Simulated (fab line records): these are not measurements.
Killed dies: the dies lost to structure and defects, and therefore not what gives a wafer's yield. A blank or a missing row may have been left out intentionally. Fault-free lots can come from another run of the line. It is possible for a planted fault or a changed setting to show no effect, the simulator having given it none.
Comparing a struck lot with a sound one -- flow n5 finfet -- 14 out of 1938 route steps
Sound: the wafers L183.4, L183.5, L183.6. Wafers L177.1, L177.2, L177.5 were the ones struck. The cause is given at the end.
Order at every step that has rows: each side's tool, ch and its chambers, its first start. Under that, the readings that differ: sound wafers -- struck wafers -- difference of the means -- sigmas: that difference in standard deviations of wafers without a fault.
alike: readings with means less than 2 such deviations apart, plus words and numbers identical on both sides. not compared: withheld readings, readings lacking a value on some wafer, bounds such as >300 that could conceal the same value, and numbers that have no deviation in the record and whose values overlap.
The two part at a step that has a row with sigmas, a row that says differs or no value, or rows on one side only. Numbers that don't overlap but have no deviation are shown without sigmas and don't part them. A reading that every wafer of one side lacks parts them only if that side has two wafers or more.

N5_BEOL_M10_ETCH_61: etches SiARC in CF4, target depth 39 nm, time 65 s.
  sound on rie diel-02 ch 0,1,2, day 11 11:32; struck on rie diel-06 ch 0,1,2, day 10 08:43
  alike: drypump motor current A, etch rf on time s, oes product au, rf vpp V, showerhead plenum p Torr, throttle valve pct
  not compared: rf hours counter h
N5_BEOL_M10_ETCH_62: etches SOC in N2/H2, target depth 110 nm, overetch 22 nm, time 165 s.
  sound on rie diel-02 ch 0,1,2, day 11 11:35; struck on rie diel-06 ch 0,1,2, day 10 08:46
  alike: drypump motor current A, n2 flow sccm, oes product au, rf vpp V, showerhead plenum p Torr, throttle valve pct
  not compared: rf hours counter h
then, 1 step without rows for these wafers: N5_BEOL_M10_STRIP_68 (strips in N2/H2).
N5_BEOL_M10_STRIP_67: strips in CF4.
  sound on rie diel-02 ch 0,1,2, day 11 11:44; struck on rie diel-06 ch 0,1,2, day 10 08:54
  alike: drypump motor current A, oes product au, rf vpp V, showerhead plenum p Torr, throttle valve pct
  not compared: rf hours counter h
N5_BEOL_M10_HM_OPEN_17: chemistry Cl2/BCl3, target TiN, target depth 20 nm, overetch 6 nm.
  sound on rie metal-02 ch 0,1, day 11 12:09; struck on rie metal-03 ch 0,1, day 10 08:57
  alike: drypump motor current A, oes product au, throttle valve pct
  not compared: rf hours counter h
N5_BEOL_M10_STRIP_19: strips in O2.
  sound on rie diel-06 ch 1,2, day 11 12:21; struck on rie diel-05 ch 0,1,3, day 10 09:04
  alike: drypump motor current A, oes product au, rf vpp V, showerhead plenum p Torr, throttle valve pct
  not compared: rf hours counter h
N5_BEOL_M10_CD_MEAS_18: pitch 140 nm, target cd 70 nm.
  sound on cd sem-01, day 11 12:25; struck on cd sem-03, day 10 09:08
  alike: cd nm
then, 5 steps without rows for these wafers: N5_BEOL_M10_COAT_63 (time 60 s, resist thk 100 nm); N5_BEOL_M10_COAT_64 (time 60 s, resist thk 30 nm); N5_BEOL_M10_COAT_22 (resist thk 90 nm); N5_BEOL_M10_EBR_24; N5_BEOL_M10_SOFTBAKE_23 (time 60 s).
N5_BEOL_M10_EXPOSE_25: exposes mask V9.
  sound on arfi scanner-02 ch 0, day 11 12:43; struck on arfi scanner-01, day 10 09:18
  no value came back on the struck wafers for exposure dose mJ cm2, focus offset nm (nm); on the sound wafers exposure dose mJ cm2 reads 85.47 85.45 85.43
  alike: mask
then, 1 step without rows for these wafers: N5_BEOL_M10_PEB_26 (peb time 60 s).

WHERE THEY PART
At N5_BEOL_M10_EXPOSE_25 and nowhere else, as far as this record goes.

WHY: what had been put in by the simulator
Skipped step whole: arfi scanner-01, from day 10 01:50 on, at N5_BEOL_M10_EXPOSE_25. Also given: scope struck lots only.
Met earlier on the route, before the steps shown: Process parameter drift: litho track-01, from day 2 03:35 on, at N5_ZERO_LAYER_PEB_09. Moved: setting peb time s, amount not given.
